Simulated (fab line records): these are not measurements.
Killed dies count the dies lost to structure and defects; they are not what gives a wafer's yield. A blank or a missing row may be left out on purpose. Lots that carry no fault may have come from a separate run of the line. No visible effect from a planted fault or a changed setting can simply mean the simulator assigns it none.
A lot that was struck, set against a sound lot | flow n5-finfet | 23 steps out of a route of 1938
Sound: the wafers L153.1, L153.2, L153.4. The struck wafers were L141.1, L141.3, L141.6. At the end, the cause is stated.
Order at every step that has rows: each side's tool, ch and its chambers, its first start. Under that, the readings that differ: sound wafers | struck wafers | difference of the means | sigmas: that difference in standard deviations of wafers without a fault.
alike: same words and numbers on both sides, and readings whose means sit less than 2 such deviations apart. not compared: any withheld reading, any reading some wafer has no value for, any bound like >300 that may hide the same value, and any number with overlapping values for which the record gives no deviation.
A row with sigmas, a row that says differs or no value, or rows on one side alone: a step with any of these is where the two part. When numbers do not overlap yet have no deviation, they are printed without sigmas and do not part them. A reading that every wafer of one side lacks parts them only if that side has two wafers or more.

first, 9 steps without rows for these wafers: N5_FIN_SAQP_EBR_12; N5_FIN_SAQP_SOFTBAKE_11 (time 60 s); N5_FIN_SAQP_EXPOSE_13 (exposes mask FIN CORE, target cd 35.6 nm); N5_FIN_SAQP_PEB_14 (peb time 60 s); N5_FIN_SAQP_DEVELOP_15 (develop time 30 s); N5_FIN_SAQP_DESCUM_21 (chemistry O2, time 7.9 s); N5_FIN_SAQP_ETCH_51 (etches SiARC in CF4, target depth 45.5 nm, time 75.8 s); N5_FIN_SAQP_ETCH_52 (etches SOC in N2/H2, target depth 100 nm, overetch 20 nm, time 150 s); N5_FIN_SAQP_STRIP_53 (strips in N2/H2).
N5_FIN_SAQP_HM_OPEN_73: chemistry CHF3/O2, target SiO2, stops on a-Si, target depth 12 nm, time 16.8 s.
  sound on rie-diel-03 ch 1,2,3, day 7 10:03; struck on rie-diel-03 ch 0,1, day 4 10:22
  no value came back on the struck wafers for any of 9 readings (CHF3_flow_sccm (sccm), O2_flow_sccm (sccm) and others); on the sound wafers CHF3_flow_sccm (sccm) reads 50.06 50.13 50.19
  reading                                     | sound             | struck            | difference | sigmas
  model.SiARC_of_FIN_SAQP_COAT_50.thk-nm (nm) | 5.144 3.612 4.812 | 29.21 29.17 29.17 | +24.66     |
then, 1 step without rows for these wafers: N5_FIN_SAQP_STRIP_74 (strips in CHF3/O2).
N5_FIN_SAQP_MANDREL_ETCH_22: etches a-Si in HBr/Cl2, stops on SiNx, target depth 60 nm, bt time 10 s, time 30 s.
  sound on rie-si-02 ch 0,2,3, day 7 10:09; struck on rie-si-02 ch 0,3, day 4 10:26
  reading                | sound             | struck            | difference | sigmas
  oes-product-au (a.u.)  | 0.777 0.774 0.769 | 0.320 0.308 0.308 | -0.461     | -33
  throttle-valve-pct (%) | 35.47 35.25 35.56 | 36.45 36.22 36.47 | +0.95      | +4
  alike: bias-w, drypump-motor-current-A
  not compared: rf-hours-counter-h
then, 6 steps without rows for these wafers: N5_FIN_SAQP_STRIP_55 (strips in N2/H2); N5_FIN_SAQP_STRIP_23 (strips in SPM, time 750 s); N5_FIN_SAQP_SRD_66 (time 30 s); N5_FIN_SAQP_RECESS_75 (chemistry HF/NH3, target SiO2, target depth 14.4 nm, afs cycles 3, sublimation time 60 s); N5_FIN_SAQP_SPACER1_ALD_24 (deposits SiO2, target thk 20.3 nm, pulse time 1 s, purge time 2 s); N5_FIN_SAQP_SPACER1_ETCHBACK_25 (etches SiO2 in CHF3/O2, target depth 24.4 nm, time 12.2 s).
N5_FIN_SAQP_MANDREL1_REMOVE_56: chemistry HBr/Cl2/O2, target a-Si, stops on SiNx, bt time 10 s.
  sound on rie-si-02 ch 0,1,3, day 7 11:54; struck on rie-si-02 ch 0,2,3, day 4 13:49
  reading               | sound             | struck            | difference | sigmas
  oes-product-au (a.u.) | 1.017 1.020 1.015 | 0.382 0.380 0.374 | -0.639     | -40
  alike: bias-w, drypump-motor-current-A, throttle-valve-pct
  not compared: rf-hours-counter-h
N5_FIN_SAQP_CD_MEAS_27 targets a cd of 20 nm.
  sound on cd-sem-03 ch 0, day 7 12:01; struck on cd-sem-03 ch 0, day 4 13:56
  reading    | sound             | struck | difference                    | sigmas
  cd-nm (nm) | 20.39 19.96 20.24 | - - -  | no value on the struck wafers |
then, 1 step without rows for these wafers: N5_FIN_SAQP_ETCH_57 (etches SiNx in CH3F/O2, target depth 32.5 nm, time 46.4 s).
N5_BEOL_M4_RC_MEAS_101:
  the record has rows for the sound wafers here (prober-01 ch 0, day 13 17:44) and none for the struck ones
-- here the record skips 11 days between the struck wafers' starts before and after, leaving off in module BEOL_M4 and picking up in module PASSIVATION (first step shown: number 1936 of the route) --
N5_PASSIVATION_PROBE_49:
  sound: prober-02 at day 18 09:17; struck: prober-02 at day 15 03:57
  reading                  | sound          | struck         | difference | sigmas
  defect-limited-yield (%) | 92.5 94.7 93.2 | 0 0 0          | -93        | -62
  killed_at_M0_to_M3       | 29 16 27       | 47 67 35       | +26        | +3
  killed-at-front-end      | 40 32 32       | 1115 1086 1111 | +1069      | +97
  killed-dies              | 88 63 80       | 1180 1180 1180 | +1103      | +65
  killed-on-rim            | 11 8 9         | 152 152 152    | +143       | +40
  killed-short             | 25 22 22       | 36 53 33       | +18        | +2
  sort_bin_5_function (%)  | 4.7 2.3 3.7    | 96.7 95.3 96.3 | +92.5      | +99 or more
  sort-n-pass              | 1092 1117 1100 | 0 0 0          | -1103      | -65
  sort-yield-pct (%)       | 92.5 94.7 93.2 | 0 0 0          | -93        | -62
  alike: killed_at_M4_up, killed-at-contacts, killed-at-other, killed-open, sort_bin_6_memory

WHERE THEY PART
At N5_FIN_SAQP_HM_OPEN_73 first; at N5_PASSIVATION_PROBE_49 last (within this record only).

WHY: the cause the simulator had injected
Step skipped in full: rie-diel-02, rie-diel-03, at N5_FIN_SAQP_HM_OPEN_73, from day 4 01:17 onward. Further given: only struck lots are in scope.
